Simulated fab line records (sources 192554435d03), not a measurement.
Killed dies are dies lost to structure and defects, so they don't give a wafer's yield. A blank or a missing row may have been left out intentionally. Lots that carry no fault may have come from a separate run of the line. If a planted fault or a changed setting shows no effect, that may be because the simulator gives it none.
Split-lot experiment    flow n5 finfet    39 wafers read from 7 lots, route of 1938 steps

== THE SPLIT ==
At N5_BEOL_M8_TRENCH_ETCH_37 (etches SiCOH lowk in C4F6/O2, target depth 93.478 nm, time 31.2 s), the setting target depth a was moved away from the recipe's 934.78 angstrom on 15 of the 39 wafers read, by -51.8% to +36.7%. For the rest of the wafers, this setting stayed at what the recipe calls for.

== FROM THE SPLIT TO THE READING: what the file shows between them, 11 steps ==
- N5_BEOL_M8_ETCH_41: etches SiCN in CH3F/O2, target depth 31.9 nm, time 57.8 s
- N5_BEOL_M8_STRIP_80: strips in N2/H2, time 10 s
- N5_BEOL_M8_OCD_MEAS_38
- N5_BEOL_M8_HM_STRIP_39: strips TiN in peroxide tin strip, target depth 25 nm, time 158 s
- N5_BEOL_M8_SRD_40: time 30 s
- N5_BEOL_M8_ECD_50: material Cu, target thk 300 nm
- N5_BEOL_M8_ANNEAL_51: time 90 s
- N5_BEOL_M8_CMP_52: polishes, stops on SiCOH lowk, t overpolish 6.9 s, target thk 80 nm
- N5_BEOL_M8_THK_MEAS_53: measures by xrf
- N5_BEOL_M8_PRE_CLEAN_55: time 15 s
- N5_BEOL_M8_DEP_56: deposits SiCN from 3MS/NH3, target thk 10 nm, time 17.5 s

== THE READING ==
M8_RS in ohm/sq, measured at N5_BEOL_M8_RS_MEAS_57 by four-point-probe. A value of 0.290 ohm/sq with a standard deviation of 0.0066 ohm/sq is what fault-free wafers of this fab line usually give.

wafer   tool, chamber at the split  target depth a as run, angstrom  against the recipe  M8_RS, ohm/sq  against lot-mates on the recipe
L075.1  rie diel-02, 3              1278                             +36.7%              0.190          -0.102
L075.2  rie diel-02, 1              934.78                           recipe              0.285          -
L075.3  rie diel-02, 2              1278                             +36.7%              0.194          -0.098
L075.4  rie diel-02, 0              934.78                           recipe              0.306          -
L075.5  rie diel-02, 0              1278                             +36.7%              0.194          -0.098
L075.6  rie diel-02, 3              934.78                           recipe              0.284          -
L079.1  rie diel-02, 0              934.78                           recipe              0.301          -
L079.3  rie diel-02, 3              934.78                           recipe              0.286          -
L079.6  rie diel-02, 3              934.78                           recipe              0.291          -
L080.1  rie diel-02, 2              934.78                           recipe              0.293          -
L080.2  rie diel-02, 0              741.5                            -20.7%              0.411          +0.119
L080.3  rie diel-02, 1              934.78                           recipe              0.293          -
L080.4  rie diel-02, 3              741.5                            -20.7%              0.391          +0.099
L080.5  rie diel-02, 2              741.5                            -20.7%              0.404          +0.112
L080.6  rie diel-02, 1              934.78                           recipe              0.291          -
L083.1  rie diel-06, 3              934.78                           recipe              0.296          -
L083.2  rie diel-06, 2              751.6                            -19.6%              0.400          +0.107
L083.3  rie diel-06, 0              934.78                           recipe              0.288          -
L083.4  rie diel-06, 2              751.6                            -19.6%              0.392          +0.099
L083.5  rie diel-06, 0              751.6                            -19.6%              0.381          +0.088
L083.6  rie diel-06, 3              934.78                           recipe              0.294          -
L084.1  rie diel-05, 3              553.8                            -40.8%              0.631          +0.347
L084.2  rie diel-05, 1              934.78                           recipe              0.282          -
L084.3  rie diel-05, 2              553.8                            -40.8%              0.653          +0.369
L084.4  rie diel-05, 3              934.78                           recipe              0.290          -
L084.5  rie diel-05, 2              934.78                           recipe              0.279          -
L084.6  rie diel-05, 1              553.8                            -40.8%              0.643          +0.359
L092.1  rie diel-05, 1              934.78                           recipe              0.290          -
L092.2  rie diel-05, 2              450.1                            -51.8%              0.964          +0.678
L092.3  rie diel-05, 3              450.1                            -51.8%              0.958          +0.672
L092.4  rie diel-05, 0              450.1                            -51.8%              0.898          +0.612
L092.5  rie diel-05, 2              934.78                           recipe              0.289          -
L092.6  rie diel-05, 3              934.78                           recipe              0.280          -
L093.1  rie diel-05, 3              934.78                           recipe              0.283          -
L093.2  rie diel-05, 0              934.78                           recipe              0.292          -
L093.3  rie diel-05, 2              934.78                           recipe              0.288          -
L093.4  rie diel-05, 1              934.78                           recipe              0.292          -
L093.5  rie diel-05, 2              934.78                           recipe              0.290          -
L093.6  rie diel-05, 3              934.78                           recipe              0.279          -

FIT RESULTS
A straight line over all 39 wafers: M8_RS changes by -0.00823 ohm/sq for each +1% of target depth a; r = -0.90; the points scatter about the line by 0.087 ohm/sq.
The same after taking each lot's own level away (the mean of its wafers on the recipe; 39 wafers): -0.00829 ohm/sq for each +1%; r = -0.90; scatter 0.087 ohm/sq.
The reading moves by 0.43 ohm/sq for the largest change in target depth a, on that fit.
From 0.2837 to 0.2927 ohm/sq: that is the span of the lots' own levels, equal to 1.4 times the standard deviation above.
The two slopes are in agreement: the lot-to-lot level therefore moves the slope only a little.
Check: for one of the wafers moved furthest among these (-51.8%), held out of the fit, the line's prediction against its lot-mates is +0.419 ohm/sq. It came out at +0.678 ohm/sq against them.

== OTHER SPLITS APPLIED TO THESE WAFERS ==
Other splits were also applied to these wafers ahead of the reading. Each is held against what the fit with the lots' levels taken away leaves over:
other split on the same wafers            wafers away from the commonest value  r with M8_RS (lot level and that fit taken away)
N5_BEOL_M4_TRENCH_ETCH_37 target depth a  12                                    -0.09

== THE WHOLE CHAIN: every reading that the file lists as answering this split, in the file's order ==
step                       what it does                                                         reading                                                                           change (the file's fit)                 r (the file's)
N5_BEOL_M8_TRENCH_ETCH_37  etches SiCOH lowk in C4F6/O2, target depth 93.478 nm, time 31.2 s    BEOL_M8.feature depth nm (the simulator's own value, which no gauge read)         +0.928 nm for each +1% of the setting   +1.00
N5_BEOL_M8_TRENCH_ETCH_37  etches SiCOH lowk in C4F6/O2, target depth 93.478 nm, time 31.2 s    etch.depth nm (the simulator's own value, which no gauge read)                    +0.927 nm for each +1% of the setting   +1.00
N5_BEOL_M8_TRENCH_ETCH_37  etches SiCOH lowk in C4F6/O2, target depth 93.478 nm, time 31.2 s    TiN_of_BEOL_M8_HM_DEP_02.thk nm (the simulator's own value, which no gauge read)  -0.0252 nm for each +1% of the setting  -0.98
N5_BEOL_M8_OCD_MEAS_38                                                                          trench depth nm                                                                   +0.927 nm for each +1% of the setting   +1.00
N5_BEOL_M8_CMP_52          polishes, stops on SiCOH lowk, t overpolish 6.9 s, target thk 80 nm  Cu_of_BEOL_M8_ECD_50.thk nm (the simulator's own value, which no gauge read)      +0.936 nm for each +1% of the setting   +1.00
N5_BEOL_M8_THK_MEAS_53     measures by xrf                                                      M8_THK                                                                            +0.934 for each +1% of the setting      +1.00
N5_BEOL_M8_RS_MEAS_57      measures by four-point-probe                                         M8_RS                                                                             -0.00866 for each +1% of the setting    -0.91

== FILE'S OWN FIT ==
M8_RS changes by -0.00866 ohm/sq for each +1% of target depth a, r = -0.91.
